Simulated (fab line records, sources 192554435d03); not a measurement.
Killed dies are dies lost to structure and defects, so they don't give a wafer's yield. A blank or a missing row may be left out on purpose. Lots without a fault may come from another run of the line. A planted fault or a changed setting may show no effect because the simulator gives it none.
Which tool did it? | flow n5_finfet | 11 lots, 32 wafers sampled, at 5 steps of a route of 1938

WHAT THE GAUGES READ, wafer by wafer
The record holds no reading of a measuring or inspecting step that can be judged against a usual standard deviation.

WHICH TOOL RAN EACH LOT (tool, then ch and the chambers of the sampled wafers, then the start)
lot  | N5_BEOL_M11_HM_DEP_02        | N5_BEOL_M11_ETCH_61                | N5_BEOL_M11_CURE_72           | N5_BEOL_M11_CVD_75               | N5_PASSIVATION_PROBE_49
L979 | pvd_sputter-03, day 10 18:17 | rie_diel-03 ch 0,1, day 10 19:01   | uv_cure-01 ch 1, day 10 20:49 | cvd_co-02 ch 1,2, day 10 21:59   | -
L978 | pvd_sputter-03, day 10 21:23 | rie_diel-01 ch 1,2,3, day 10 22:01 | uv_cure-03 ch 0, day 10 23:52 | cvd_co-02 ch 0,1, day 11 01:17   | -
L977 | pvd_sputter-03, day 11 00:53 | rie_diel-06 ch 2,3, day 11 01:41   | uv_cure-02 ch 2, day 11 04:39 | cvd_co-01 ch 0,1,2, day 11 06:08 | -
L980 | pvd_sputter-03, day 11 04:52 | rie_diel-01 ch 1,2, day 11 05:29   | uv_cure-03 ch 1, day 11 08:41 | cvd_co-01 ch 0,1,2, day 11 09:52 | -
L981 | pvd_sputter-01, day 11 11:51 | rie_diel-03 ch 0,3, day 11 12:39   | uv_cure-03 ch 2, day 11 14:55 | cvd_co-01 ch 0,2, day 11 16:17   | -
L986 | pvd_sputter-01, day 13 19:50 | rie_diel-06 ch 0,1, day 13 20:28   | uv_cure-02 ch 2, day 14 00:09 | cvd_co-02 ch 0,1,2, day 14 01:35 | -
L988 | pvd_sputter-03, day 13 19:56 | rie_diel-01 ch 0,1, day 13 20:37   | uv_cure-03 ch 0, day 13 23:47 | cvd_co-02 ch 0,1,2, day 14 01:29 | -
L992 | pvd_sputter-02, day 13 19:56 | rie_diel-03 ch 0,1,2, day 13 20:39 | uv_cure-01 ch 0, day 14 00:47 | cvd_co-02 ch 0,2, day 14 01:58   | -
L989 | pvd_sputter-01, day 13 20:02 | rie_diel-06 ch 0,3, day 13 20:43   | uv_cure-02 ch 2, day 13 23:44 | cvd_co-01 ch 0,1,2, day 14 01:28 | prober-02, day 15 15:26
L994 | pvd_sputter-01, day 14 22:40 | rie_diel-03 ch 1,2, day 14 23:15   | uv_cure-03 ch 0, day 15 02:40 | cvd_co-01 ch 0,2, day 15 03:44   | -
L999 | pvd_sputter-02, day 16 15:20 | rie_diel-03 ch 1,2, day 16 15:58   | uv_cure-01 ch 1, day 16 19:44 | cvd_co-02 ch 0,1,2, day 16 20:41 | -
- N5_BEOL_M11_HM_DEP_02: deposits TiN, target thk 20 nm.
- N5_BEOL_M11_ETCH_61: etches SiARC in CF4, target depth 39 nm, time 65 s.
- N5_BEOL_M11_CURE_72: cures SiCOH lowk, time 120 s.
- N5_BEOL_M11_CVD_75: deposits Co from CCTBA/H2, target thk 2 nm, time 138.9 s.
- N5_PASSIVATION_PROBE_49

WHAT THE TOOLS THEMSELVES READ (means of the sampled wafers that have a number; where no wafer has one, the mark that the record gives instead)
N5_BEOL_M11_HM_DEP_02. Usual: throttle_valve_pct 29.8 %, standard deviation 1.1.
lot  | tool           | throttle_valve_pct (%) | flag
L979 | pvd_sputter-03 | 28.8                   |
L978 | pvd_sputter-03 | 30.2                   |
L977 | pvd_sputter-03 | 28.4                   |
L980 | pvd_sputter-03 | 30.2                   |
L981 | pvd_sputter-01 | 30.0                   |
L986 | pvd_sputter-01 | 29.1                   |
L988 | pvd_sputter-03 | 29.8                   |
L992 | pvd_sputter-02 | 29.8                   |
L989 | pvd_sputter-01 | 29.4                   |
L994 | pvd_sputter-01 | 29.6                   |
L999 | pvd_sputter-02 | 29.9                   |

N5_BEOL_M11_ETCH_61. Usual: drypump_motor_current_A 5.7 A, standard deviation 0.38; etch_rf_on_time_s 65.1 s, standard deviation 1.5; oes_product_au 0.67 a.u., standard deviation 0.071; rf_vpp_V 184.3 V, standard deviation 1.2; showerhead_plenum_p_Torr 2.16 Torr, standard deviation 0.079; throttle_valve_pct 15.50 %, standard deviation 0.23.
lot  | tool        | drypump_motor_current_A (A) | etch_rf_on_time_s (s) | oes_product_au (a.u.) | rf_vpp_V (V) | showerhead_plenum_p_Torr (Torr) | throttle_valve_pct (%) | flag
L979 | rie_diel-03 | 5.7                         | 66.5                  | 0.67                  | 186.1        | 2.26                            | 15.24                  |
L978 | rie_diel-01 | 6.0                         | 65.0                  | 0.65                  | 182.7        | 2.09                            | 15.60                  |
L977 | rie_diel-06 | 5.3                         | 65.2                  | 0.67                  | 185.3        | 2.22                            | 15.80                  |
L980 | rie_diel-01 | 6.0                         | 63.7                  | 0.61                  | 183.2        | 2.10                            | 15.67                  |
L981 | rie_diel-03 | 5.4                         | 64.5                  | 0.74                  | 185.2        | 2.24                            | 15.37                  |
L986 | rie_diel-06 | 5.9                         | 64.7                  | 0.71                  | 184.2        | 2.13                            | 15.31                  |
L988 | rie_diel-01 | 5.6                         | 65.3                  | 0.60                  | 183.8        | 2.14                            | 15.66                  |
L992 | rie_diel-03 | 5.5                         | 66.3                  | 0.65                  | 184.5        | 2.18                            | 15.32                  |
L989 | rie_diel-06 | 5.6                         | 65.0                  | 0.71                  | 184.2        | 2.14                            | 15.66                  |
L994 | rie_diel-03 | 5.6                         | 66.8                  | 0.62                  | 184.2        | 2.14                            | 15.34                  |
L999 | rie_diel-03 | 5.7                         | 67.0                  | 0.62                  | 185.3        | 2.16                            | 15.35                  |

N5_BEOL_M11_CURE_72. Usual: lamp_power_pct 52.32 %, standard deviation 0.054; wafer_temp_C_max 371.8, standard deviation 0.62.
lot  | tool       | lamp_power_pct (%) | wafer_temp_C_max | flag
L979 | uv_cure-01 | 52.32              | 372.9            |
L978 | uv_cure-03 | 52.30              | 371.6            |
L977 | uv_cure-02 | 52.32              | 371.8            |
L980 | uv_cure-03 | 52.37              | 372.2            |
L981 | uv_cure-03 | 52.32              | 372.7            |
L986 | uv_cure-02 | 52.28              | 371.6            |
L988 | uv_cure-03 | 52.28              | 371.3            |
L992 | uv_cure-01 | 52.35              | 371.1            |
L989 | uv_cure-02 | 52.33              | 371.5            |
L994 | uv_cure-03 | 52.32              | 371.4            |
L999 | uv_cure-01 | 52.33              | 372.9            |

N5_BEOL_M11_CVD_75. Usual: chamber_pressure_Torr 30.00 Torr, standard deviation 0.07; run_length_s 161.6 s, standard deviation 0.75.
lot  | tool      | chamber_pressure_Torr (Torr) | run_length_s (s) | flag
L979 | cvd_co-02 | 30.06                        | 161.9            |
L978 | cvd_co-02 | 29.97                        | 162.5            |
L977 | cvd_co-01 | 30.01                        | 161.1            |
L980 | cvd_co-01 | 30.01                        | 161.1            |
L981 | cvd_co-01 | 30.09                        | 161.0            |
L986 | cvd_co-02 | 30.02                        | 162.4            |
L988 | cvd_co-02 | 29.92                        | 162.1            |
L992 | cvd_co-02 | 30.06                        | 162.5            |
L989 | cvd_co-01 | 29.97                        | 175.2            | OFF
L994 | cvd_co-01 | 30.05                        | 181.9            | OFF
L999 | cvd_co-02 | 29.92                        | 162.2            |

N5_PASSIVATION_PROBE_49. Usual: defect_limited_yield 91.7 %, standard deviation 1.5; killed_at_M0_to_M3 32, standard deviation 9.6; killed_at_M4_up 13, standard deviation 5.3; killed_at_contacts 12, standard deviation 6.8; killed_at_front_end 36, standard deviation 9.8; killed_at_other 4, standard deviation 3.1; killed_dies 98, standard deviation 17; killed_open 65, standard deviation 13; killed_short 32, standard deviation 8.5; sort_bin_5_function 4.9 %, standard deviation 0.93; sort_bin_6_memory 3.2 %, standard deviation 0.67; sort_bin_8_speed 0.00 %, standard deviation 0.02; sort_n_pass 1082, standard deviation 17; sort_yield_pct 91.7 %, standard deviation 1.4.
lot  | tool      | defect_limited_yield (%) | killed_at_M0_to_M3 | killed_at_M4_up | killed_at_contacts | killed_at_front_end | killed_at_other | killed_dies | killed_open | killed_short | sort_bin_5_function (%) | sort_bin_6_memory (%) | sort_bin_8_speed (%) | sort_n_pass | sort_yield_pct (%) | flag
L989 | prober-02 | 92.2                     | 27                 | 21              | 3                  | 40                  | 1               | 92          | 62          | 28           | 4.7                     | 2.9                   | 0.00                 | 1088        | 92.2               |

THE ANSWER, worked out from the rows above alone
Rule: a lot is off if the mean of its wafers that have a number lies more than 3 standard deviations from the usual mean. A lot without any number at a reading at which 4 lots or more have one is off too. The other lots that the step has rows for count as sound. The gauges are gone through in route order, then the tools' own readings, and for those a lot's mean is taken as printed above. The first step at which some lot is off is used, and at that step the reading that is off furthest; a lot without a number counts as furthest.
Off: L989, L994, at N5_BEOL_M11_CVD_75 (run_length_s).
A tool fits if, at that step or a process step before it, it ran every lot that is off, and no sound lot after the first of them. Can't be told from this: 2 tools fit, pvd_sputter-01 at N5_BEOL_M11_HM_DEP_02, cvd_co-01 at N5_BEOL_M11_CVD_75.

WHAT THE SIMULATOR HAD PUT IN
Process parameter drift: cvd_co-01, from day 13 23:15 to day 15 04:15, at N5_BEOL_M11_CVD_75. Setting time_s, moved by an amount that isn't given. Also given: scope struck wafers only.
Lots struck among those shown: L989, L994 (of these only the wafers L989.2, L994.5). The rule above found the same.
